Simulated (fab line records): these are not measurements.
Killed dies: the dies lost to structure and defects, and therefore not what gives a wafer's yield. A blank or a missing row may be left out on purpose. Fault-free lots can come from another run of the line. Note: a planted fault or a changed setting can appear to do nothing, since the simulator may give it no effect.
fab line records + flow n5_finfet
[record]
- lots = 7
- wafers = 39
route steps=1938 shown FIN_SAQP@102 FIN_CUT@176 MOL_CONTACT_COAG@581 BEOL_M1@800 BEOL_M3@980 BEOL_M5@1160 BEOL_M6@1212 BEOL_M9@1460 BEOL_M10@1533 BEOL_M13@1705 TV_OPEN@1890 PASSIVATION@1936
start_h: the number of hours between the record's first day and the start of the first shown wafer of the lot + wait_h: hours from the lot's prior step to this one + " unchanged from the row above + L1.1+2: a single row standing in for several wafers + - value missing, or start not given + * or withheld: withheld + < > ~ a bound
route shown NAME@n: NAME is a module with steps in the file, n the number in the route of the first one + usual: mean/standard deviation of fault-free wafers + same: alike in all rows + chamber/n: place in a boat + sites: readings site by site + _std_site: the values' standard deviation + _edge_site: mean of outer sites minus mean of inner sites + radius_mm: for every site, how far away it sits from the centre of the wafer + mask NAME#n: copy n + behind: tool/chamber where the wafer was last shaped + hold: the reason the lot was held/the length of the hold in hours/how it ended + device: whichever transistor did not switch (one of n, p or np) + end of line: the route-end tests of the same wafers + where a step has no rows: the recipe by itself + killed: dies lost to structure and defects at the first sort, not the wafer's yield + map: shows each die of a wafer: x if killed, . if not, _ if none is there
set.NAME: the setting that was run; set.NAME@STEP: the one run at that earlier step + model.NAME: the simulator's own value behind a step, which no gauge read
lots where settings were altered on purpose, with a table for each step and a row for each wafer
[[steps]]
[step N5_FIN_SAQP_HM_DEP_72]
[recipe]
- material = SiO2
- target_thk_a = 120
- temp_c = 400
- precursor = SiH4/N2O
- pressure_torr = 0.75
- rf_w = 275
- time_s = 7.2
[step N5_FIN_CUT_CUT_ETCH_15]
[recipe]
- chemistry = HBr/Cl2/O2
- target = Si
- target_depth_a = 1000
- bt_time_s = 10
- mask_material = SOC
- time_s = 42.4
- ion_energy_ev = *
- bias_w = *
- pressure_mtorr = 10
- icp_w = 800
- HBr_flow_sccm = 150
- Cl2_flow_sccm = 80
- O2_flow_sccm = 12
[step N5_MOL_CONTACT_COAG_ETCH_91]
[recipe]
- chemistry = N2/H2
- target = SOC
- target_depth_a = 600
- overetch_a = 210
- mask_material = SiARC
- temp_c = 40
- time_s = 101.2
- ion_energy_ev = 200
- pressure_mtorr = 30
- source_w = 840
- bias_w = 150
- n2_flow_sccm = 200
- h2_flow_sccm = 200
[step N5_BEOL_M1_TRENCH_ETCH_37]
[recipe]
- chemistry = C4F6/O2
- target_depth_a = 552.07
- target = SiOC
- time_s = 29
- ion_energy_ev = 250
- pressure_mtorr = 30
- source_w = 355
- bias_w = 185
- Ar_flow_sccm = 300
- C4F6_flow_sccm = 10
- O2_flow_sccm = 10
[step N5_BEOL_M3_TRENCH_ETCH_37]
[recipe]
- chemistry = C4F6/O2
- target_depth_a = 555.55
- target = SiOC
- time_s = 29.2
- ion_energy_ev = 250
- pressure_mtorr = 30
- source_w = 355
- bias_w = 185
- Ar_flow_sccm = 300
- C4F6_flow_sccm = 10
- O2_flow_sccm = 10
[step N5_BEOL_M5_TRENCH_ETCH_37]
[recipe]
- chemistry = C4F6/O2
- target_depth_a = 716.52
- target = SiCOH_lowk
- time_s = 24.7
- ion_energy_ev = 250
- pressure_mtorr = 30
- source_w = 345
- bias_w = 185
- Ar_flow_sccm = 300
- C4F6_flow_sccm = 10
- O2_flow_sccm = 10
[step N5_BEOL_M6_ETCH_62]
[recipe]
- chemistry = N2/H2
- target = SOC
- target_depth_a = 1100
- overetch_a = 220
- mask_material = SiARC
- temp_c = 40
- time_s = 165
- ion_energy_ev = 200
- pressure_mtorr = 30
- source_w = 840
- bias_w = 150
- n2_flow_sccm = 200
- h2_flow_sccm = 200
[step N5_BEOL_M9_CVD_78]
[recipe]
- material = Co
- target_thk_a = 20
- temp_c = withheld
- precursor = CCTBA/H2
- pressure_torr = 30
- time_s = 138.9
[step N5_BEOL_M10_DEP_56]
[recipe]
- material = SiCN
- target_thk_a = 150
- temp_c = withheld
- precursor = 3MS/NH3
- pressure_torr = 3
- rf_w = 202
- time_s = 26.5
[step N5_BEOL_M13_SPUTTER_43]
[recipe]
- material = TaN
- target_thk_a = 150
- temp_c = 50
- bias_v = 168.6
- power_w = 15000
- chamber_pressure_pa = 0.12
- time_s = 24.19
[step N5_PASSIVATION_ETCH_15]
[recipe]
- chemistry = CF4/N2
- target = SiCN
- target_depth_a = 750
- taper_deg = 2
- time_s = 81.2
- ion_energy_ev = 150
- mask_material = SiNx
- pressure_mtorr = 40
- source_w = 430
- bias_w = 70
- Ar_flow_sccm = 100
- cf4_flow_sccm = 60
- n2_flow_sccm = 60
[step N5_PASSIVATION_PROBE_49]
[usual]
- killed_at_contacts = 12/6.3
| lot.wafer | tool      | chamber | start_h | wait_h | set.target_thk_a@FIN_SAQP_HM_DEP_72 | set.time_s@FIN_CUT_CUT_ETCH_15 | set.time_s@MOL_CONTACT_COAG_ETCH_91 | set.target_depth_a@BEOL_M1_TRENCH_ETCH_37 | set.target_depth_a@BEOL_M3_TRENCH_ETCH_37 | set.target_depth_a@BEOL_M5_TRENCH_ETCH_37 | set.time_s@BEOL_M6_ETCH_62 | set.target_thk_a@BEOL_M9_CVD_78 | set.target_thk_a@BEOL_M10_DEP_56 | set.time_s@BEOL_M13_SPUTTER_43 | set.target_depth_a@PASSIVATION_ETCH_15 | killed_at_contacts |
|-----------|-----------|---------|---------|--------|-------------------------------------|--------------------------------|-------------------------------------|-------------------------------------------|-------------------------------------------|-------------------------------------------|----------------------------|---------------------------------|----------------------------------|--------------------------------|----------------------------------------|--------------------|
| L074.3    | prober-01 | -       | 264.66  | 0.2    | 120                                 | 42.4                           | 101.2                               | 552.07                                    | 555.55                                    | 716.52                                    | 165                        | 20                              | 150                              | 24.19                          | 750                                    | 18                 |
| L074.5    | prober-01 | -       | 264.76  | 0.3    | 120                                 | 42.4                           | 101.2                               | 552.07                                    | 555.55                                    | 716.52                                    | 165                        | 20                              | 150                              | 24.19                          | 750                                    | 12                 |
| L074.6    | prober-01 | -       | 264.81  | 0.4    | 120                                 | 42.4                           | 101.2                               | 552.07                                    | 555.55                                    | 716.52                                    | 165                        | 20                              | 150                              | 24.19                          | 750                                    | 14                 |
| L075.1    | prober-01 | -       | 266.43  | 0.0    | 120                                 | 42.4                           | 101.2                               | 387.4                                     | 679.7                                     | 716.52                                    | 165                        | 20                              | 150                              | 24.19                          | 1110                                   | 11                 |
| L075.2    | prober-01 | -       | 266.48  | 0.1    | 120                                 | 42.4                           | 101.2                               | 552.07                                    | 555.55                                    | 716.52                                    | 165                        | 15.5                            | 150                              | 24.19                          | 1110                                   | 18                 |
| L075.3    | prober-01 | -       | 266.53  | 0.1    | 146.5                               | 42.4                           | 101.2                               | 552.07                                    | 679.7                                     | 716.52                                    | 76.08                      | 15.5                            | 150                              | 24.19                          | 750                                    | 20                 |
| L075.4    | prober-01 | -       | 266.58  | 0.2    | 120                                 | 34.96                          | 101.2                               | 387.4                                     | 555.55                                    | 716.52                                    | 76.08                      | 15.5                            | 150                              | 24.19                          | 750                                    | 12                 |
| L075.5    | prober-01 | -       | 266.63  | 0.2    | 146.5                               | 34.96                          | 101.2                               | 387.4                                     | 555.55                                    | 716.52                                    | 76.08                      | 20                              | 150                              | 24.19                          | 1110                                   | 8                  |
| L075.6    | prober-01 | -       | 266.68  | 0.3    | 146.5                               | 34.96                          | 101.2                               | 552.07                                    | 679.7                                     | 716.52                                    | 165                        | 20                              | 150                              | 24.19                          | 750                                    | 20                 |
| L081.1    | prober-01 | -       | 305.93  | 0.0    | 120                                 | 42.4                           | 101.2                               | 337.3                                     | 555.55                                    | 716.52                                    | 221.4                      | 20                              | 150                              | 33.47                          | 1089                                   | 15                 |
| L081.2    | prober-01 | -       | 305.98  | 0.1    | 167.5                               | 42.4                           | 101.2                               | 337.3                                     | 555.55                                    | 716.52                                    | 165                        | 29.11                           | 150                              | 24.19                          | 1089                                   | 6                  |
| L081.3    | prober-01 | -       | 306.03  | 0.1    | 120                                 | 23.23                          | 101.2                               | 337.3                                     | 555.55                                    | 941.9                                     | 165                        | 29.11                           | 86.89                            | 33.47                          | 750                                    | 4                  |
| L081.4    | prober-01 | -       | 306.08  | 0.2    | 167.5                               | 23.23                          | 101.2                               | 552.07                                    | 555.55                                    | 941.9                                     | 165                        | 20                              | 86.89                            | 24.19                          | 750                                    | 5                  |
| L081.5    | prober-01 | -       | 306.13  | 0.2    | 120                                 | 23.23                          | 101.2                               | 552.07                                    | 555.55                                    | 716.52                                    | 221.4                      | 29.11                           | 86.89                            | 24.19                          | 1089                                   | 10                 |
| L081.6    | prober-01 | -       | 306.18  | 0.3    | 167.5                               | 42.4                           | 101.2                               | 552.07                                    | 555.55                                    | 941.9                                     | 221.4                      | 20                              | 150                              | 33.47                          | 750                                    | 11                 |
| L080.1    | prober-02 | -       | 313.08  | 0.0    | 120                                 | 42.4                           | 101.2                               | 552.07                                    | 309.4                                     | 716.52                                    | 139.4                      | 30.39                           | 150                              | 12.33                          | 331.3                                  | 13                 |
| L080.2    | prober-02 | -       | 313.13  | 0.1    | 79.45                               | 27.72                          | 45.22                               | 811.7                                     | 555.55                                    | 716.52                                    | 139.4                      | 20                              | 150                              | 24.19                          | 750                                    | 1078               |
| L080.3    | prober-02 | -       | 313.18  | 0.1    | 120                                 | 27.72                          | 45.22                               | 552.07                                    | 309.4                                     | 901.5                                     | 165                        | 20                              | 150                              | 24.19                          | 750                                    | 1099               |
| L080.4    | prober-02 | -       | 313.23  | 0.2    | 79.45                               | 42.4                           | 45.22                               | 811.7                                     | 555.55                                    | 901.5                                     | 139.4                      | 30.39                           | 150                              | 24.19                          | 331.3                                  | 1070               |
| L080.5    | prober-02 | -       | 313.28  | 0.2    | 120                                 | 42.4                           | 101.2                               | 811.7                                     | 309.4                                     | 716.52                                    | 165                        | 20                              | 150                              | 12.33                          | 331.3                                  | 5                  |
| L080.6    | prober-02 | -       | 313.33  | 0.3    | 79.45                               | 27.72                          | 101.2                               | 552.07                                    | 555.55                                    | 901.5                                     | 165                        | 30.39                           | 150                              | 12.33                          | 750                                    | 9                  |
| L088.1    | prober-01 | -       | 350.34  | 0.0    | 153.3                               | 42.4                           | 101.2                               | 552.07                                    | 555.55                                    | 716.52                                    | 165                        | 20                              | 150                              | 12.28                          | 1149                                   | 3                  |
| L088.2    | prober-01 | -       | 350.39  | 0.1    | 120                                 | 22.76                          | 101.2                               | 552.07                                    | 293                                       | 327.5                                     | 218.2                      | 20                              | 60.01                            | 12.28                          | 750                                    | 8                  |
| L088.3    | prober-01 | -       | 350.44  | 0.1    | 120                                 | 42.4                           | 101.2                               | 669.4                                     | 555.55                                    | 327.5                                     | 218.2                      | 20                              | 60.01                            | 24.19                          | 1149                                   | 21                 |
| L088.4    | prober-01 | -       | 350.49  | 0.2    | 153.3                               | 22.76                          | 56.2                                | 552.07                                    | 293                                       | 716.52                                    | 218.2                      | 20                              | 150                              | 24.19                          | 1149                                   | 1077               |
| L088.5    | prober-01 | -       | 350.54  | 0.2    | 153.3                               | 22.76                          | 56.2                                | 669.4                                     | 555.55                                    | 327.5                                     | 165                        | 20                              | 150                              | 12.28                          | 750                                    | 1080               |
| L088.6    | prober-01 | -       | 350.59  | 0.3    | 120                                 | 42.4                           | 56.2                                | 669.4                                     | 293                                       | 716.52                                    | 165                        | 20                              | 60.01                            | 24.19                          | 750                                    | 1079               |
| L093.1    | prober-01 | -       | 388.66  | 0.0    | 157.9                               | 42.4                           | 101.2                               | 552.07                                    | 555.55                                    | 716.52                                    | 165                        | 29.95                           | 150                              | 38.12                          | 580                                    | 8                  |
| L093.2    | prober-01 | -       | 388.71  | 0.1    | 157.9                               | 42.4                           | 123.3                               | 552.07                                    | 873.4                                     | 716.52                                    | 165                        | 29.95                           | 150                              | 24.19                          | 750                                    | 16                 |
| L093.3    | prober-01 | -       | 388.76  | 0.1    | 157.9                               | 42.4                           | 123.3                               | 259.7                                     | 873.4                                     | 716.52                                    | 196.8                      | 20                              | 150                              | 24.19                          | 750                                    | 6                  |
| L093.4    | prober-01 | -       | 388.81  | 0.2    | 120                                 | 42.4                           | 101.2                               | 259.7                                     | 555.55                                    | 716.52                                    | 196.8                      | 29.95                           | 150                              | 38.12                          | 750                                    | 13                 |
| L093.5    | prober-01 | -       | 388.86  | 0.2    | 120                                 | 42.4                           | 123.3                               | 259.7                                     | 555.55                                    | 716.52                                    | 165                        | 20                              | 150                              | 24.19                          | 580                                    | 12                 |
| L093.6    | prober-01 | -       | 388.91  | 0.3    | 120                                 | 42.4                           | 101.2                               | 552.07                                    | 873.4                                     | 716.52                                    | 196.8                      | 20                              | 150                              | 38.12                          | 580                                    | 8                  |
| L094.1    | prober-01 | -       | 400.35  | 0.0    | 120                                 | 42.4                           | 64.62                               | 552.07                                    | 425.2                                     | 716.52                                    | 165                        | 20                              | 150                              | 24.19                          | 750                                    | 1090               |
| L094.2    | prober-01 | -       | 400.40  | 0.1    | 169.9                               | 42.4                           | 101.2                               | 552.07                                    | 555.55                                    | 716.52                                    | 165                        | 20                              | 150                              | 24.19                          | 636.7                                  | 12                 |
| L094.3    | prober-01 | -       | 400.45  | 0.1    | 169.9                               | 42.4                           | 64.62                               | 552.07                                    | 425.2                                     | 716.52                                    | 165                        | 20                              | 150                              | 31.12                          | 636.7                                  | 1071               |
| L094.4    | prober-01 | -       | 400.50  | 0.2    | 120                                 | 42.4                           | 101.2                               | 552.07                                    | 555.55                                    | 1134                                      | 165                        | 20                              | 150                              | 31.12                          | 636.7                                  | 8                  |
| L094.5    | prober-01 | -       | 400.55  | 0.2    | 120                                 | 42.4                           | 101.2                               | 552.07                                    | 425.2                                     | 1134                                      | 165                        | 20                              | 150                              | 24.19                          | 750                                    | 6                  |
| L094.6    | prober-01 | -       | 400.60  | 0.3    | 169.9                               | 42.4                           | 64.62                               | 552.07                                    | 555.55                                    | 1134                                      | 165                        | 20                              | 150                              | 31.12                          | 750                                    | 1089               |
// killed by level:class
L074.3 MOL_CONTACT_COAG:geometric_particle:open=17 BEOL_M0_SAQP:geometric_particle:open=11 BEOL_M0_SAQP:geometric_particle:short=10 STI_FIN_REVEAL:geometric_particle:open=9 BEOL_M3:geometric_particle:open=9 DUMMY_GATE:geometric_particle:open=7 FIN_SAQP:geometric_particle:short=5 BEOL_M1:geometric_particle:open=5
L074.5 BEOL_M0_SAQP:geometric_particle:open=13 MOL_CONTACT_COAG:geometric_particle:open=9 BEOL_M1:geometric_particle:open=8 BEOL_M0_SAQP:geometric_particle:short=7 BEOL_M3:geometric_particle:open=7 BEOL_M4:geometric_particle:open=6 STI_FIN_REVEAL:geometric_particle:open=5 STARTING-WAFER:geometric_particle:short=5
L074.6 STI_FIN_REVEAL:geometric_particle:open=16 MOL_CONTACT_COAG:geometric_particle:open=12 BEOL_M0_SAQP:geometric_particle:open=6 BEOL_M1:geometric_particle:open=6 FIN_SAQP:geometric_particle:open=5 DUMMY_GATE:geometric_particle:open=4 BEOL_M0_SAQP:geometric_particle:short=4 BEOL_M1:geometric_particle:short=4
L075.1 MOL_CONTACT_COAG:geometric_particle:open=11 BEOL_M0_SAQP:geometric_particle:open=9 ILD0:geometric_particle:open=6 FIN_SAQP:geometric_particle:short=5 GATE_CUT:geometric_particle:short=5 BEOL_M0_SAQP:geometric_particle:short=5 STI_FIN_REVEAL:geometric_particle:open=4 BEOL_M1:geometric_particle:open=4
L075.2 FIN_SAQP:geometric_particle:short=14 MOL_CONTACT_COAG:geometric_particle:open=14 BEOL_M1:geometric_particle:open=9 BEOL_M0_SAQP:geometric_particle:short=7 BEOL_M0_SAQP:geometric_particle:open=7 BEOL_M2:geometric_particle:open=7 BEOL_M3:geometric_particle:short=6 FIN_SAQP:geometric_particle:open=5
L075.3 BEOL_M6:area_etch=1047 MOL_CONTACT_COAG:geometric_particle:open=16 STI_FIN_REVEAL:geometric_particle:open=16 BEOL_M0_SAQP:geometric_particle:short=10 BEOL_M0_SAQP:geometric_particle:open=8 BEOL_M2:geometric_particle:open=8 BEOL_M4:geometric_particle:open=7 FIN_SAQP:geometric_particle:short=6
L075.4 BEOL_M6:area_etch=1094 MOL_CONTACT_COAG:geometric_particle:open=11 FIN_SAQP:geometric_particle:short=9 BEOL_M1:geometric_particle:open=7 BEOL_M4:geometric_particle:open=7 FIN_SAQP:geometric_particle:open=6 STI_FIN_REVEAL:geometric_particle:open=4 BEOL_M0_SAQP:geometric_particle:short=4
L075.5 BEOL_M6:area_etch=1093 FIN_SAQP:geometric_particle:short=11 BEOL_M0_SAQP:geometric_particle:open=8 MOL_CONTACT_COAG:geometric_particle:open=7 BEOL_M1:geometric_particle:open=7 BEOL_M0_SAQP:geometric_particle:short=6 GATE_CUT:geometric_particle:short=5 STI_FIN_REVEAL:geometric_particle:open=4
L075.6 STI_FIN_REVEAL:geometric_particle:open=16 MOL_CONTACT_COAG:geometric_particle:open=14 BEOL_M4:geometric_particle:open=14 BEOL_M0_SAQP:geometric_particle:open=11 BEOL_M0_SAQP:geometric_particle:short=9 BEOL_M1:geometric_particle:open=7 MOL_CONTACT_COAG:geometric_particle:short=6 GATE_CUT:geometric_particle:short=4
L081.1 FIN_SAQP:geometric_particle:open=16 MOL_CONTACT_COAG:geometric_particle:open=14 BEOL_M2:geometric_particle:open=11 FIN_SAQP:geometric_particle:short=8 BEOL_M3:geometric_particle:open=7 BEOL_M7:geometric_particle:open=4 GATE_CUT:geometric_particle:open=3 BEOL_M0_SAQP:geometric_particle:short=3
L081.2 BEOL_M0_SAQP:geometric_particle:short=10 GATE_CUT:geometric_particle:open=7 FIN_SAQP:geometric_particle:short=6 STI_FIN_REVEAL:geometric_particle:open=6 BEOL_M2:geometric_particle:open=6 GATE_CUT:geometric_particle:short=4 BEOL_M0_SAQP:geometric_particle:open=4 FIN_SAQP:geometric_particle:open=3
L081.3 FIN_SAQP:geometric_particle:open=15 FIN_SAQP:geometric_particle:short=9 GATE_CUT:geometric_particle:short=6 BEOL_M0_SAQP:geometric_particle:short=6 BEOL_M2:geometric_particle:open=6 STI_FIN_REVEAL:geometric_particle:open=5 BEOL_M0_SAQP:geometric_particle:open=5 BEOL_M1:geometric_particle:open=4
L081.4 BEOL_M2:geometric_particle:open=12 FIN_SAQP:geometric_particle:open=8 FIN_SAQP:geometric_particle:short=5 GATE_CUT:geometric_particle:short=5 BEOL_M4:geometric_particle:open=5 BEOL_M5:geometric_particle:open=4 STI_FIN_REVEAL:geometric_particle:open=3 GATE_CUT:geometric_particle:open=3
L081.5 FIN_SAQP:geometric_particle:open=17 MOL_CONTACT_COAG:geometric_particle:open=8 BEOL_M1:geometric_particle:open=7 GATE_CUT:geometric_particle:short=6 BEOL_M3:geometric_particle:open=6 BEOL_M2:geometric_particle:short=5 FIN_SAQP:geometric_particle:short=4 STI_FIN_REVEAL:geometric_particle:open=4
L081.6 FIN_SAQP:geometric_particle:open=10 MOL_CONTACT_COAG:geometric_particle:open=10 BEOL_M2:geometric_particle:open=6 BEOL_M2:geometric_particle:short=5 BEOL_M0_SAQP:geometric_particle:open=4 BEOL_M0_SAQP:geometric_particle:short=4 BEOL_M1:geometric_particle:open=4 STARTING-WAFER:geometric_particle:short=4
L080.1 TV_OPEN:area_etch=1083 FIN_SAQP:geometric_particle:open=13 BEOL_M2:geometric_particle:open=10 BEOL_M1:geometric_particle:open=9 MOL_CONTACT_COAG:geometric_particle:open=9 FIN_SAQP:geometric_particle:short=6 GATE_CUT:geometric_particle:short=6 STARTING-WAFER:geometric_particle:open=5
L080.2 MOL_CONTACT_COAG:area_etch=1074 STI_FIN_REVEAL:geometric_particle:open=12 FIN_SAQP:geometric_particle:open=11 GATE_CUT:geometric_particle:short=9 BEOL_M1:geometric_particle:open=6 STARTING-WAFER:geometric_particle:open=6 HKMG_FIN:area_etch=6 BEOL_M3:geometric_particle:open=5
L080.3 MOL_CONTACT_COAG:area_etch=1090 BEOL_M3:geometric_particle:open=9 FIN_SAQP:geometric_particle:open=7 MOL_CONTACT_COAG:geometric_particle:open=7 GATE_CUT:geometric_particle:short=6 BEOL_M1:geometric_particle:open=5 BEOL_M2:geometric_particle:open=4 GATE_CUT:geometric_particle:open=4
L080.4 MOL_CONTACT_COAG:area_etch=1061 BEOL_M3:geometric_particle:open=16 FIN_SAQP:geometric_particle:open=11 STI_FIN_REVEAL:geometric_particle:open=10 BEOL_M0_SAQP:geometric_particle:open=7 DUMMY_GATE:geometric_particle:open=6 GATE_CUT:geometric_particle:short=6 MOL_CONTACT_COAG:geometric_particle:open=6
L080.5 TV_OPEN:area_etch=586 BEOL_M1:area_etch=496 BEOL_M0_SAQP:geometric_particle:short=15 BEOL_M0_SAQP:geometric_particle:open=14 BEOL_M3:geometric_particle:open=11 BEOL_M1:geometric_particle:open=7 GATE_CUT:geometric_particle:short=5 FIN_SAQP:geometric_particle:open=4
L080.6 FIN_SAQP:geometric_particle:open=10 BEOL_M0_SAQP:geometric_particle:open=8 GATE_CUT:geometric_particle:short=7 BEOL_M3:geometric_particle:open=7 BEOL_M2:geometric_particle:open=6 MOL_CONTACT_COAG:geometric_particle:open=5 BEOL_M0_SAQP:geometric_particle:short=5 BEOL_M1:geometric_particle:open=5
L088.1 STI_FIN_REVEAL:geometric_particle:open=12 FIN_SAQP:geometric_particle:short=8 FIN_SAQP:geometric_particle:open=8 BEOL_M3:geometric_particle:open=7 BEOL_M0_SAQP:geometric_particle:short=5 BEOL_M1:geometric_particle:open=5 DUMMY_GATE:geometric_particle:open=4 BEOL_M0_SAQP:geometric_particle:open=4
L088.2 BEOL_M5:area_ecd=1066 FIN_SAQP:geometric_particle:open=10 BEOL_M1:geometric_particle:open=10 BEOL_M3:geometric_particle:open=10 BEOL_M0_SAQP:geometric_particle:short=9 FIN_SAQP:geometric_particle:short=8 BEOL_M1:geometric_particle:short=7 BEOL_M2:geometric_particle:open=7
L088.3 BEOL_M5:area_ecd=1007 BEOL_M1:geometric_particle:open=32 MOL_CONTACT_COAG:geometric_particle:short=11 MOL_CONTACT_COAG:geometric_particle:open=10 BEOL_M0_SAQP:geometric_particle:open=9 BEOL_M2:geometric_particle:open=8 FIN_SAQP:geometric_particle:open=7 BEOL_M4:geometric_particle:open=7
L088.4 MOL_CONTACT_COAG:area_etch=1065 BEOL_M1:geometric_particle:open=12 FIN_SAQP:geometric_particle:short=10 DUMMY_GATE:geometric_particle:open=7 MOL_CONTACT_COAG:geometric_particle:open=7 BEOL_M2:geometric_particle:open=7 BEOL_M0_SAQP:geometric_particle:open=6 FIN_SAQP:geometric_particle:open=5
L088.5 MOL_CONTACT_COAG:area_etch=1064 FIN_SAQP:geometric_particle:short=11 STI_FIN_REVEAL:geometric_particle:open=8 MOL_CONTACT_COAG:geometric_particle:open=8 MOL_CONTACT_COAG:geometric_particle:short=8 BEOL_M3:geometric_particle:open=8 BEOL_M0_SAQP:geometric_particle:open=7 BEOL_M1:geometric_particle:short=7
L088.6 MOL_CONTACT_COAG:area_etch=1071 BEOL_M1:geometric_particle:open=17 FIN_SAQP:geometric_particle:short=13 FIN_SAQP:geometric_particle:open=10 BEOL_M3:geometric_particle:open=8 BEOL_M4:geometric_particle:open=7 GATE_CUT:geometric_particle:short=6 MOL_CONTACT_COAG:geometric_particle:open=6
L093.1 TV_OPEN:area_etch=64 FIN_SAQP:geometric_particle:short=8 BEOL_M1:geometric_particle:open=8 FIN_SAQP:geometric_particle:open=7 BEOL_M2:geometric_particle:open=6 MOL_CONTACT_COAG:geometric_particle:open=5 BEOL_M4:geometric_particle:open=5 STARTING-WAFER:geometric_particle:open=5
L093.2 BEOL_M0_SAQP:geometric_particle:open=10 MOL_CONTACT_COAG:geometric_particle:open=9 FIN_SAQP:geometric_particle:open=7 MOL_CONTACT_COAG:geometric_particle:short=7 GATE_CUT:geometric_particle:short=6 BEOL_M0_SAQP:geometric_particle:short=6 BEOL_M1:geometric_particle:open=6 BEOL_M2:geometric_particle:open=6
L093.3 BEOL_M0_SAQP:geometric_particle:open=11 BEOL_M1:geometric_particle:open=10 BEOL_M4:geometric_particle:open=8 BEOL_M2:geometric_particle:open=7 DUMMY_GATE:geometric_particle:open=5 GATE_CUT:geometric_particle:short=5 MOL_CONTACT_COAG:geometric_particle:open=5 BEOL_M0_SAQP:geometric_particle:short=4
L093.4 MOL_CONTACT_COAG:geometric_particle:open=12 BEOL_M1:geometric_particle:open=12 BEOL_M4:geometric_particle:open=9 BEOL_M0_SAQP:geometric_particle:short=8 BEOL_M2:geometric_particle:open=6 BEOL_M5:geometric_particle:open=5 BEOL_M3:geometric_particle:open=5 STI_FIN_REVEAL:geometric_particle:open=4
L093.5 BEOL_M1:area_etch=1062 STI_FIN_REVEAL:geometric_particle:open=8 MOL_CONTACT_COAG:geometric_particle:open=8 BEOL_M0_SAQP:geometric_particle:open=8 BEOL_M1:geometric_particle:open=7 BEOL_M2:geometric_particle:open=7 BEOL_M4:geometric_particle:open=6 BEOL_M0_SAQP:geometric_particle:short=6
L093.6 TV_OPEN:area_etch=52 BEOL_M0_SAQP:geometric_particle:short=11 BEOL_M3:geometric_particle:open=9 BEOL_M0_SAQP:geometric_particle:open=8 BEOL_M1:geometric_particle:open=8 MOL_CONTACT_COAG:geometric_particle:open=6 BEOL_M2:geometric_particle:open=6 DUMMY_GATE:geometric_particle:open=5
L094.1 MOL_CONTACT_COAG:area_etch=1082 FIN_SAQP:geometric_particle:short=20 BEOL_M3:geometric_particle:open=9 BEOL_M4:geometric_particle:open=6 DUMMY_GATE:geometric_particle:open=5 GATE_CUT:geometric_particle:short=5 BEOL_M0_SAQP:geometric_particle:short=5 BEOL_M2:geometric_particle:open=5
L094.2 BEOL_M3:geometric_particle:open=11 FIN_SAQP:geometric_particle:short=9 FIN_SAQP:geometric_particle:open=8 MOL_CONTACT_COAG:geometric_particle:open=7 DUMMY_GATE:geometric_particle:open=5 BEOL_M1:geometric_particle:open=5 BEOL_M4:geometric_particle:open=5 GATE_CUT:geometric_particle:short=4
L094.3 MOL_CONTACT_COAG:area_etch=1054 FIN_SAQP:geometric_particle:short=21 MOL_CONTACT_COAG:geometric_particle:open=14 FIN_SAQP:geometric_particle:open=9 BEOL_M0_SAQP:geometric_particle:short=7 GATE_CUT:geometric_particle:short=6 GATE_CUT:geometric_particle:open=5 BEOL_M1:geometric_particle:open=5
L094.4 BEOL_M5:area_etch=341 FIN_SAQP:geometric_particle:open=10 FIN_SAQP:geometric_particle:short=8 GATE_CUT:geometric_particle:short=7 ILD0:geometric_particle:short=6 BEOL_M3:geometric_particle:open=6 STI_FIN_REVEAL:geometric_particle:open=5 MOL_CONTACT_COAG:geometric_particle:open=5
L094.5 BEOL_M5:area_etch=455 FIN_SAQP:geometric_particle:short=13 FIN_SAQP:geometric_particle:open=10 DUMMY_GATE:geometric_particle:open=7 MOL_CONTACT_COAG:geometric_particle:open=5 HKMG_FIN:area_etch=5 FIN_CUT:geometric_particle:short=4 BEOL_M3:geometric_particle:open=4
L094.6 MOL_CONTACT_COAG:area_etch=1077 FIN_SAQP:geometric_particle:open=12 FIN_SAQP:geometric_particle:short=11 MOL_CONTACT_COAG:geometric_particle:open=11 STI_FIN_REVEAL:geometric_particle:open=7 DUMMY_GATE:geometric_particle:open=7 BEOL_M3:geometric_particle:open=7 BEOL_M1:geometric_particle:open=5
[[key]]
[split]
- step = N5_FIN_SAQP_HM_DEP_72
- setting = target_thk_a
- stated_as = 120
response none clear
[split]
- step = N5_FIN_CUT_CUT_ETCH_15
- setting = time_s
- stated_as = 42.4
response none clear
[split]
- step = N5_MOL_CONTACT_COAG_ETCH_91
- setting = time_s
- stated_as = 101.2
[response]
- step = N5_PASSIVATION_PROBE_49
- reading = killed_at_contacts
- slope = -26.1
- per = 1%
- together_with = all
- explained = 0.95
[split]
- step = N5_BEOL_M1_TRENCH_ETCH_37
- setting = target_depth_a
- stated_as = 552.07
response none clear
[split]
- step = N5_BEOL_M3_TRENCH_ETCH_37
- setting = target_depth_a
- stated_as = 555.55
response none clear
[split]
- step = N5_BEOL_M5_TRENCH_ETCH_37
- setting = target_depth_a
- stated_as = 716.52
response none clear
[split]
- step = N5_BEOL_M6_ETCH_62
- setting = time_s
- stated_as = 165
response none clear
[split]
- step = N5_BEOL_M9_CVD_78
- setting = target_thk_a
- stated_as = 20
response none clear
[split]
- step = N5_BEOL_M10_DEP_56
- setting = target_thk_a
- stated_as = 150
response none clear
[split]
- step = N5_BEOL_M13_SPUTTER_43
- setting = time_s
- stated_as = 24.19
response none clear
[split]
- step = N5_PASSIVATION_ETCH_15
- setting = target_depth_a
- stated_as = 750
response none clear
